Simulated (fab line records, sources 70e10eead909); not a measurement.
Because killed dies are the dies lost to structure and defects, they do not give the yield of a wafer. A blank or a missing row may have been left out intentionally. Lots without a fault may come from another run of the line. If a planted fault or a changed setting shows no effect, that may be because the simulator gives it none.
Which tool was responsible? + flow nand_harc + 6 lots, 18 wafers sampled, at 4 steps of a route of 1302

== WHAT EACH GAUGE READ, for each wafer ==
NHARC_A_M0_CD_MEAS_09 targets a cd of 80 nm.
| lot  | measured     | on        | cd_nm (nm)     |
|------|--------------|-----------|----------------|
| L848 | day 23 22:46 | cd_sem-03 | 80.4 79.4 79.9 |
| L852 | day 25 13:40 | cd_sem-02 | 81.0 80.4 81.1 |
| L857 | day 27 18:28 | cd_sem-03 | 93.3 92.6 94.0 |
| L860 | day 28 18:44 | cd_sem-01 | 94.8 94.2 94.1 |
| L865 | day 31 06:45 | cd_sem-02 | 79.1 80.3 79.0 |
| L868 | day 32 20:43 | cd_sem-01 | 82.1 80.2 81.6 |

== WHAT TOOL EACH LOT RAN ON (gives the tool, then ch and the chambers of the sampled wafers, and finally the start) ==
| lot  | NHARC_A_BLC_ETCH_17                           | NHARC_A_BLC_CMP_25            | NHARC_A_M0_PEB_07                 |
|------|-----------------------------------------------|-------------------------------|-----------------------------------|
| L848 | rie_diel-06 ch 1,2, day 23 21:28 or earlier   | cmp-01 ch 0,2, day 23 21:28   | litho_track-04 ch 0, day 23 22:41 |
| L852 | rie_diel-09 ch 0,2,3, day 25 12:22 or earlier | cmp-01 ch 0,1,2, day 25 12:22 | litho_track-06 ch 0, day 25 13:35 |
| L857 | rie_diel-09 ch 0,1,3, day 27 17:20 or earlier | cmp-01 ch 0,2,3, day 27 17:20 | litho_track-04 ch 0, day 27 18:23 |
| L860 | rie_diel-09 ch 1,2, day 28 17:26 or earlier   | cmp-02 ch 0,3, day 28 17:26   | litho_track-04 ch 0, day 28 18:40 |
| L865 | rie_diel-09 ch 0,1,2, day 31 05:34 or earlier | cmp-01 ch 0,3, day 31 05:34   | litho_track-04 ch 0, day 31 06:40 |
| L868 | rie_diel-09 ch 0,1, day 32 19:25 or earlier   | cmp-01 ch 0,1,3, day 32 19:25 | litho_track-01 ch 0, day 32 20:38 |
- NHARC_A_BLC_ETCH_17: etches the open film in N2/H2, target depth 390 nm, time 609.38 s.
- NHARC_A_BLC_CMP_25: polishes, t overpolish 30 s, target thk 150 nm.
- NHARC_A_M0_PEB_07: peb time 65 s.

== THE ANSWER, worked out from the rows above alone ==
Rule: the lots themselves supply what counts as usual. Put in order of their means at a reading, lots are off if they are a third of the lots or fewer, leave a main group of 4 or more, and stand apart from it by a gap of 3 or more times the standard deviation of the main group's means; of several such gaps the widest counts. If all means in a main group match to the digits the tables above print for the reading, that group is not used. Also off: a lot with no number at a reading for which 4 or more lots have one. The other lots that the step has rows for count as sound.
Off: L857, L860, at NHARC_A_M0_CD_MEAS_09 (cd_nm). The main group: mean 80.4 nm, standard deviation 0.73.
A tool fits if, at a process step before that reading, it ran every lot that is off, and no sound lot after the first of them. The gauges at NHARC_A_M0_CD_MEAS_09 are tried like those tools. NHARC_A_BLC_ETCH_17 gives no start for some lots, so the hours and the order of its lots are those of NHARC_A_BLC_CMP_25. Not one of the candidates tried fits.

== WHAT HAD BEEN PUT IN BY THE SIMULATOR ==
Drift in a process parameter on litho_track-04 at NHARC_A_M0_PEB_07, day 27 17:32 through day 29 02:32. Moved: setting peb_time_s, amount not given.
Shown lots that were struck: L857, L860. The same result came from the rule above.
